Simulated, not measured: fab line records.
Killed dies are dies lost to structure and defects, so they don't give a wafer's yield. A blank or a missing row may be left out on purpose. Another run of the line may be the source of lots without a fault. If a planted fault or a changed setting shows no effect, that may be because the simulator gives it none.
Comparing a struck lot with a sound one :: flow n5 finfet :: 13 steps out of a route of 1938
Sound: these wafers, L339.1, L339.4, L339.5. Wafers struck: L345.1, L345.2, L345.5. At the end, the cause is stated.
Order at every step that has rows: each side's tool, ch and its chambers, its first start. Under that, the readings that differ: sound wafers :: struck wafers :: difference of the means :: sigmas: that difference in standard deviations of wafers without a fault.
alike: same words and numbers on both sides, and readings whose means sit less than 2 such deviations apart. not compared: any withheld reading, any reading some wafer has no value for, any bound like >300 that may hide the same value, and any number with overlapping values for which the record gives no deviation.
The two part at a step that has a row with sigmas, a row that says differs or no value, or rows on one side only. Non-overlapping numbers with no deviation appear without sigmas and do not part them. Lack of a reading on every wafer of one side parts them only where that side has two or more wafers.

first, 9 steps without rows for these wafers: N5_BEOL_M4_DEVELOP_27 (develop time 30 s); N5_BEOL_M4_DESCUM_33 (chemistry O2, time 7 s); N5_BEOL_M4_ETCH_77 (etches underlayer in N2/H2, target depth 6.5 nm, time 5.2 s); N5_BEOL_M4_ETCH_69 (etches SiARC in CF4, target depth 15.6 nm, time 26 s); N5_BEOL_M4_ALD_98 (deposits SiO2, target thk 2.5 nm, pulse time 1 s, co reactant pulse time 1 s); N5_BEOL_M4_ETCHBACK_99 (etches SiO2 in CHF3, target depth 5 nm, time 10.4 s); N5_BEOL_M4_ETCH_70 (etches SOC in N2/H2, target depth 80 nm, overetch 24 nm, time 130 s); N5_BEOL_M4_STRIP_71 (strips in N2/H2); N5_BEOL_M4_STRIP_78 (strips in N2/H2).
N5_BEOL_M4_VIA_ETCH_34: etches the open film in C4F6/O2, target depth 69.4 nm, time 65.9 s.
  sound on rie diel-04 ch 0,1,2, day 10 23:59; struck on rie diel-04 ch 0,1,2, day 12 20:56
reading: model.etch.depth nm (nm)
sound: 70.54 71.21 69.09
struck: 59.49 60.23 58.4
difference: -10.91
sigmas: 

reading: model.SOC_of_BEOL_M4_COAT_67.thk nm (nm)
sound: 52 52.2 52.2
struck: 53 53.2 53.2
difference: +1
sigmas: 
  alike: drypump motor current A, oes_f_703_au, oes product au, rf vpp V, showerhead plenum p Torr, throttle valve pct
  not compared: rf hours counter h
then, 1 step without rows for these wafers: N5_BEOL_M4_STRIP_83 (strips in C4F6/O2).
N5_BEOL_M4_RC_MEAS_101:
  sound on prober-01 ch 0, day 11 06:19; struck on prober-01 ch 0, day 13 01:11
reading: VT_P (mV)
sound: -252 -255 -254
struck: -248 -247 -245
difference: +7
sigmas: +2
  alike: DIBL_N, DIBL_P, IOFF_N, IOFF_P, ION_N, ION_P, SS_N, SS_P, VT_N
-- here the record skips 4 days between the struck wafers' starts before and after, leaving off in module BEOL_M4 and picking up in module PASSIVATION (first step shown: number 1936 of the route) --
N5_PASSIVATION_PROBE_49:
  struck on prober-02, day 17 07:58; sound on prober-02, day 15 17:47
  alike: defect limited yield, killed_at_M0_to_M3, killed_at_M4_up, killed at contacts, killed at front end, killed at other, killed dies, killed open, killed short, sort_bin_5_function, sort_bin_6_memory, sort_bin_8_speed, sort n pass, sort yield pct

== WHERE THEY PART ==
N5_BEOL_M4_RC_MEAS_101 only, going by this record. Later steps at which nothing parts them and some readings are alike: N5_PASSIVATION_PROBE_49.

WHY: whatever the simulator had introduced
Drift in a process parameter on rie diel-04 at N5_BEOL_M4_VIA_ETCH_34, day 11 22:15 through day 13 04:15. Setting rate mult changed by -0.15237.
